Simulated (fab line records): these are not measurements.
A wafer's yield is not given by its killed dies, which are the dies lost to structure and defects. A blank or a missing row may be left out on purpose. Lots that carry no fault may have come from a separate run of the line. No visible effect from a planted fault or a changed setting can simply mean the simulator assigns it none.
8D (eight disciplines) problem report, filled in by code :: flow nand-harc :: the parts of the form that need people (team, actions taken, sign-off) are left out

1. WHAT IS WRONG
Wafers with no fault read 1.001 a.u. with a standard deviation of 0.01, whereas oes-product-au at NHARC_A_STAIRCASE_TRIM_189 reads a mean of 0.887 a.u. on 1 wafer of 1 lot. Measured from the usual mean, that is -11 standard deviations.
The step: chemistry O2, time 211.2 s.
First seen on wafer L978.3, day 13 06:52, on rie-diel-11. Wafers with a number at this step in the record: 36, from 12 lots. Rule for "out" (also "out of limits"): further than 4 standard deviations from the usual mean. All remaining wafers that have a number are taken as sound.

2. WHAT IT IS; WHAT IT IS NOT
question: which readings at this step
is: oes-product-au
is not: drypump-motor-current-A, rf-vpp-V, showerhead-plenum-p-Torr, throttle-valve-pct

question: which lots
is: L978
is not: L970, L971, L972, L973, L974, L983, L985, L988, L990, L991, L992

question: which wafers of those lots
is: L978.3
is not: L978.2, L978.4

question: read on which tools
is: rie-diel-11
is not: rie-diel-02, rie-diel-12

question: when
is: from day 13 06:52
is not: up to then (17 sound wafers); but 18 sound wafers of L983, L985, L988, L990, L991, L992 came after

3. THE SUSPECTS, EACH WITH WHAT RULES IT OUT
Counting: any tool at a process step up to the reading remains a suspect provided it ran every lot that is out. Sound lots after the first of them don't rule it out here, since some wafers of a struck lot are sound.
- rie-diel-12 at NHARC_A_STAIRCASE_ETCH_25 (etches the open film in C4F8/O2, target depth 100 nm, time 40.5 s): kept. L978, the lot that is out, went through it at day 13 06:31; up to then, the latest sound lot through it was L972 at day 11 16:04. Because NHARC_A_STAIRCASE_ETCH_25 lacks a start for some lots, the hours and order of its lots are taken from NHARC_A_STAIRCASE_DESCUM_186.
- rie-diel-11 at NHARC_A_STAIRCASE_DESCUM_186 (chemistry O2, time 3 s): kept. L978, the lot that is out, went through it at day 13 06:31; up to then, the latest sound lot through it was L974 at day 12 08:12.
- rie-diel-11 at NHARC_A_STAIRCASE_TRIM_189 (chemistry O2, time 211.2 s): kept. L978, the lot that is out, went through it at day 13 06:52; up to then, the latest sound lot through it was L974 at day 12 08:31. On those wafers its own readings are out: oes-product-au.
- rie-diel-12, NHARC_A_STAIRCASE_ETCH_25: wafers that are out in chamber 2, sound lot-mates in chambers 1, 3.
- rie-diel-11, NHARC_A_STAIRCASE_DESCUM_186: wafers that are out in chamber 1, sound lot-mates in chambers 0, 3.
- rie-diel-11, NHARC_A_STAIRCASE_TRIM_189: wafers that are out in chamber 3, sound lot-mates in chambers 0, 2.
The count leaves rie-diel-12 at NHARC_A_STAIRCASE_ETCH_25, rie-diel-11 at NHARC_A_STAIRCASE_DESCUM_186, and rie-diel-11 at NHARC_A_STAIRCASE_TRIM_189.

4. THE CAUSE (what the simulator had put in)
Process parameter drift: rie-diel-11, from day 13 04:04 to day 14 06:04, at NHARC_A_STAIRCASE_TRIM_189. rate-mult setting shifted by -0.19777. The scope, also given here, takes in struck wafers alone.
After counting, 3 suspects remain, this tool included.

5. THE EFFECT CHAIN, in route order
Each row: a reading whose mean over the struck wafers that have a number lies more than 3 standard deviations from the usual. Scope: only readings with a usual standard deviation given in the record; hours: median across lots of the time from each lot's start at the first step in this table that gives one to its start at this step; sigmas: change in usual standard deviations.
hours: 0
step: NHARC_A_STAIRCASE_TRIM_189
reading: oes-product-au
usual: 1.001 a.u.
on struck wafers: 0.887
change: -0.114
sigmas: -11
Process steps it contains:
- NHARC_A_STAIRCASE_TRIM_189: chemistry O2, time 211.2 s.
Later steps that measure or inspect, where all struck wafers having a row at the step show a number for every such reading and not one has moved that far: NHARC_END_SORT_01.

6. WHAT WOULD HAVE CAUGHT IT SOONER
3 hours passed between the start of the fault at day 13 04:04 and the first reading out of limits in this record, taken at day 13 06:52.
